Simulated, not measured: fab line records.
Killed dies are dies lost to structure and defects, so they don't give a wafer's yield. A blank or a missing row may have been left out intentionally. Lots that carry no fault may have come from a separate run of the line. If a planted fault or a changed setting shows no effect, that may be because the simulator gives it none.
A single fault, viewed from 2 desks -- flow n5Finfet -- numbers are kept per desk, each desk with only its own; the story behind them comes last

FOR THE TOOL OWNER'S DESK: pecvd-04
The tool's own readings at N5_BEOL_M14_ILD_DEP_00 (deposits SiO2 from TEOS/O2, target thk 1119.3 nm, time 237.4 s): means of the sampled wafers that have a number, for each lot that ran on this tool. The brackets show how far a lot's mean lies from the usual mean; more than 4 standard deviations puts the lot out of limits, marked OUT.
Columns: A = heaterPowerW at N5_BEOL_M14_ILD_DEP_00, usual 572 W; B = runLengthS at N5_BEOL_M14_ILD_DEP_00, usual 280.2 s; C = showerheadPlenumPTorr at N5_BEOL_M14_ILD_DEP_00, usual 8.33 Torr; D = susceptorTempC at N5_BEOL_M14_ILD_DEP_00, usual 400.01 C; E = throttleValvePct at N5_BEOL_M14_ILD_DEP_00, usual 18.6 %
lot,first seen here,A,B,C,D,E
L830,day 11 05:40,582,279.8,8.33,400.00,17.8
L833,day 11 10:57,646,280.0,8.34,399.92,18.2
L837,day 12 22:28,602,279.9,8.32,399.94,17.9
L841,day 13 23:18,648,201.1 (-99 or more) OUT,8.31,399.99,18.8
L842,day 14 06:50,606,200.9 (-99 or more) OUT,8.32,400.41,18.9
L843,day 14 16:03,574,227.3 (-99 or more) OUT,8.33,399.77,18.7
This desk's verdict: out of limits on L841, L842, L843, starting with L841 at day 13 23:18 (runLengthS at N5_BEOL_M14_ILD_DEP_00). L830, L833, L837: within limits.

METROLOGY DESK
Lot by lot, what the gauges showed, no matter which tool ran the lot: averages of those sampled wafers that carry a number. The brackets show how far a lot's mean lies from the usual mean; more than 4 standard deviations puts the lot out of limits, marked OUT. Of its 13 readings 7 are shown: the one that was out of limits first, and those that lie furthest out on some lot.
Columns: A = DIBL_P at N5_BEOL_M4_RC_MEAS_101, usual 35.9 mV/V; B = IOFF_N at N5_BEOL_M4_RC_MEAS_101, usual 0.151 nA/um; C = IOFF_P at N5_BEOL_M4_RC_MEAS_101, usual 0.21 nA/um; D = SS_P at N5_BEOL_M4_RC_MEAS_101, usual 73.2 mV/dec; E = VT_P at N5_BEOL_M4_RC_MEAS_101, usual -250 mV; F = M14_ILD_THK at N5_BEOL_M14_THK_MEAS_01, usual 1105 nm; G = cdNm at N5_BEOL_M14_CD_MEAS_17, usual 250.2 nm
lot,first seen here,A,B,C,D,E,F,G
L830,day 7 17:10,35.6,0.136,0.21,73.3,-248,1118,252.2
L833,day 8 10:10,38.0,0.174,0.23,73.5,-251,1092,249.9
L837,day 9 19:46,36.0,0.151,0.17,73.0,-254,1112,249.0
L841,day 10 16:44,36.3,0.143,0.17,73.3,-254,726 (-22) OUT,247.4
L842,day 10 22:09,33.6,0.120,0.16,72.5,-256,720 (-23) OUT,244.0
L843,day 11 05:10,35.7,0.147,0.18,72.9,-254,846 (-15) OUT,247.2
L847,day 11 23:42,35.7,0.125,0.18,72.8,-253,1128,249.0
L851,day 14 04:58,39.8,0.217,0.27,74.4,-247,1109,250.1
L852,day 14 09:05,35.6,0.143,0.20,73.1,-249,1104,250.3
Finding of this desk: L841, L842, L843 out of limits, first seen on L841 at day 13 23:29 (M14_ILD_THK at N5_BEOL_M14_THK_MEAS_01). L830, L833, L837, L847, L851, L852: within limits.

BROUGHT TOGETHER
The tool owner's desk had the chance to raise an alarm at day 13 23:18 on L841, L842, L843.
Metrology desk: alarm possible at day 13 23:29 on L841, L842, L843.
Of the lots named, all ran N5_BEOL_M14_ILD_DEP_00 on pecvd-04.

WHAT WAS PUT IN BY THE SIMULATOR
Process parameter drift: pecvd-04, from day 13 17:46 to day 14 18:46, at N5_BEOL_M14_ILD_DEP_00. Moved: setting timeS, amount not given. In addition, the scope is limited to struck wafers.
Lots struck among those shown: L841, L842, L843.
Counting hours from when the fault started, the first reading out of limits came at 6 for the tool owner's desk and at 6 for the metrology desk.
